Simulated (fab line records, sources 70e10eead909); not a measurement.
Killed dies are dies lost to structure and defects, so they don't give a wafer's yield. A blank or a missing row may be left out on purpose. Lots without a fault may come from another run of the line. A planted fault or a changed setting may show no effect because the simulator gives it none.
Which tool did it? | flow nand_harc | 14 lots, 42 wafers sampled, at 5 steps of a route of 1302

WHAT THE GAUGES READ, wafer by wafer
NHARC_THIN_TSV_CD_MEAS_33: target cd 5000 nm.
lot  | measured     | on        | cd_nm (nm)
L898 | day 24 05:26 | cd_sem-01 | 5000.3 4999.8 4999.0
L897 | day 24 07:59 | cd_sem-01 | 4998.0 5000.9 4998.7
L896 | day 24 14:00 | cd_sem-02 | 5000.1 4999.3 5000.7
L901 | day 26 13:44 | cd_sem-03 | 4997.3 4996.7 4995.0
L903 | day 26 22:08 | cd_sem-03 | 4999.7 4998.6 5000.7
L899 | day 26 23:17 | cd_sem-02 | 4996.7 4996.2 5000.6
L902 | day 27 00:22 | cd_sem-03 | 4999.2 4998.5 4997.0
L904 | day 27 09:24 | cd_sem-02 | 4996.6 4998.5 4999.2
L905 | day 28 01:08 | cd_sem-01 | 4999.5 5003.6 5001.9
L906 | day 28 17:24 | cd_sem-03 | 4998.9 4999.0 4996.9
L910 | day 30 01:29 | cd_sem-02 | 4994.3 4999.9 4998.2
L909 | day 30 00:17 | cd_sem-03 | 4997.0 5000.1 5001.3
L914 | day 31 01:18 | cd_sem-03 | 4999.7 5000.8 4997.8
L917 | day 33 10:19 | cd_sem-03 | 4998.3 4997.1 4997.0

NHARC_THIN_TSV_CD_MEAS_37.
lot  | measured     | on        | cd_nm (nm)
L898 | day 24 06:52 | cd_sem-01 | 5001 4999 5001
L897 | day 24 09:25 | cd_sem-02 | 5003 5003 4999
L896 | day 24 15:29 | cd_sem-03 | 4997 4997 5001
L901 | day 26 15:10 | cd_sem-02 | 4998 4996 4998
L903 | day 26 23:37 | cd_sem-03 | 4998 4995 5002
L899 | day 27 00:44 | cd_sem-02 | 4990 4994 4999
L902 | day 27 01:48 | cd_sem-03 | 4998 5001 4996
L904 | day 27 10:50 | cd_sem-03 | 4993 4995 4996
L905 | day 28 02:36 | cd_sem-02 | 4995 5003 5003
L906 | day 28 18:53 | cd_sem-03 | 4999 5000 4995
L910 | day 30 02:56 | cd_sem-02 | 4997 5003 5000
L909 | day 30 01:52 | cd_sem-01 | 5000 4996 5003
L914 | day 31 02:44 | cd_sem-02 | 5003 4997 5000
L917 | day 33 11:46 | cd_sem-01 | 4999 4998 4995

NHARC_END_SORT_01.
lot  | measured     | on        | killed_at_array | killed_at_other | killed_at_periphery | killed_dies | killed_open | killed_short
L910 | day 30 09:28 | prober-02 | 134 101 111     | 2 2 0           | 2 3 3               | 138 106 114 | 3 3 5       | 6 3 9
L909 | day 30 09:29 | prober-01 | 113 106 101     | 2 0 1           | 5 13 6              | 120 119 108 | 1 5 6       | 1 1 5

WHICH TOOL RAN EACH LOT (tool, then ch and the chambers of the sampled wafers, then the start)
lot  | NHARC_A_BLC_PVD_32           | NHARC_THIN_TSV_ETCH_15
L898 | pvd_sputter-02, day 22 20:53 | rie_si-05 ch 0,1,2, day 23 23:52
L897 | pvd_sputter-01, day 22 22:37 | rie_si-05 ch 1,3, day 24 02:23
L896 | pvd_sputter-02, day 23 02:59 | rie_si-05 ch 1,2, day 24 08:53
L901 | pvd_sputter-02, day 25 06:12 | rie_si-04 ch 0,1,3, day 26 08:42
L903 | pvd_sputter-02, day 25 13:43 | rie_si-05 ch 0,3, day 26 17:02
L899 | pvd_sputter-01, day 25 14:36 | rie_si-04 ch 1,2, day 26 18:12
L902 | pvd_sputter-02, day 25 15:44 | rie_si-04 ch 1,2, day 26 19:25
L904 | pvd_sputter-02, day 26 01:35 | rie_si-05 ch 2,3, day 27 04:16
L905 | pvd_sputter-02, day 26 16:01 | rie_si-04 ch 0,1, day 27 19:27
L906 | pvd_sputter-02, day 27 09:45 | rie_si-04 ch 0,1,2, day 28 12:29
L910 | pvd_sputter-02, day 28 13:45 | rie_si-05 ch 0,1,3, day 29 20:15
L909 | pvd_sputter-02, day 28 17:37 | rie_si-05 ch 0,1, day 29 19:13
L914 | pvd_sputter-03, day 29 17:28 | rie_si-04 ch 0,3, day 30 20:20
L917 | pvd_sputter-03, day 31 20:58 | rie_si-05 ch 1,2, day 33 05:07
- NHARC_A_BLC_PVD_32: deposits Ti, target thk 5 nm, time 17.7 s.
- NHARC_THIN_TSV_ETCH_15: target depth 3000 nm, bosch target overetch cycles 2, bosch etch step 2.8 s.

WHAT THE TOOLS THEMSELVES READ (means of the sampled wafers that have a number; where no wafer has one, the mark that the record gives instead)
NHARC_A_BLC_PVD_32.
lot  | tool           | chamber_pressure_pa (Pa) | throttle_valve_pct (%)
L898 | pvd_sputter-02 | 5.005                    | 29.6
L897 | pvd_sputter-01 | 4.991                    | 29.3
L896 | pvd_sputter-02 | 4.993                    | 29.0
L901 | pvd_sputter-02 | 4.994                    | 29.6
L903 | pvd_sputter-02 | 5.008                    | 29.5
L899 | pvd_sputter-01 | 4.992                    | 29.4
L902 | pvd_sputter-02 | 5.001                    | 29.4
L904 | pvd_sputter-02 | 5.000                    | 29.4
L905 | pvd_sputter-02 | 4.996                    | 29.8
L906 | pvd_sputter-02 | 4.990                    | 29.3
L910 | pvd_sputter-02 | 4.994                    | 29.1
L909 | pvd_sputter-02 | 5.001                    | 29.5
L914 | pvd_sputter-03 | 5.000                    | 30.3
L917 | pvd_sputter-03 | 4.997                    | 30.2

NHARC_THIN_TSV_ETCH_15.
lot  | tool      | drypump_motor_current_A (A)
L898 | rie_si-05 | 5.74
L897 | rie_si-05 | 5.54
L896 | rie_si-05 | 5.40
L901 | rie_si-04 | 5.43
L903 | rie_si-05 | 5.94
L899 | rie_si-04 | 5.56
L902 | rie_si-04 | 5.49
L904 | rie_si-05 | 5.27
L905 | rie_si-04 | 5.49
L906 | rie_si-04 | 5.52
L910 | rie_si-05 | 5.75
L909 | rie_si-05 | 6.06
L914 | rie_si-04 | 5.43
L917 | rie_si-05 | 5.42

THE ANSWER, worked out from the rows above alone
Rule: what is usual is taken from the lots themselves. Put in order of their means at a reading, lots are off if they are a third of the lots or fewer, leave a main group of 4 or more, and stand apart from it by a gap of 3 or more times the standard deviation of the main group's means; of several such gaps the widest counts. A main group whose means are all the same, to the digits that the tables above print for the reading, isn't used. A lot without any number at a reading at which 4 lots or more have one is off too. The other lots that the step has rows for count as sound. The gauges are gone through in route order, then the tools' own readings, and for those a lot's mean is taken as printed above. The first step at which some lot is off is used, and at that step the reading that is off furthest; a lot without a number counts as furthest.
No lot is off at any reading shown: from this, nothing can be told.

WHAT THE SIMULATOR HAD PUT IN
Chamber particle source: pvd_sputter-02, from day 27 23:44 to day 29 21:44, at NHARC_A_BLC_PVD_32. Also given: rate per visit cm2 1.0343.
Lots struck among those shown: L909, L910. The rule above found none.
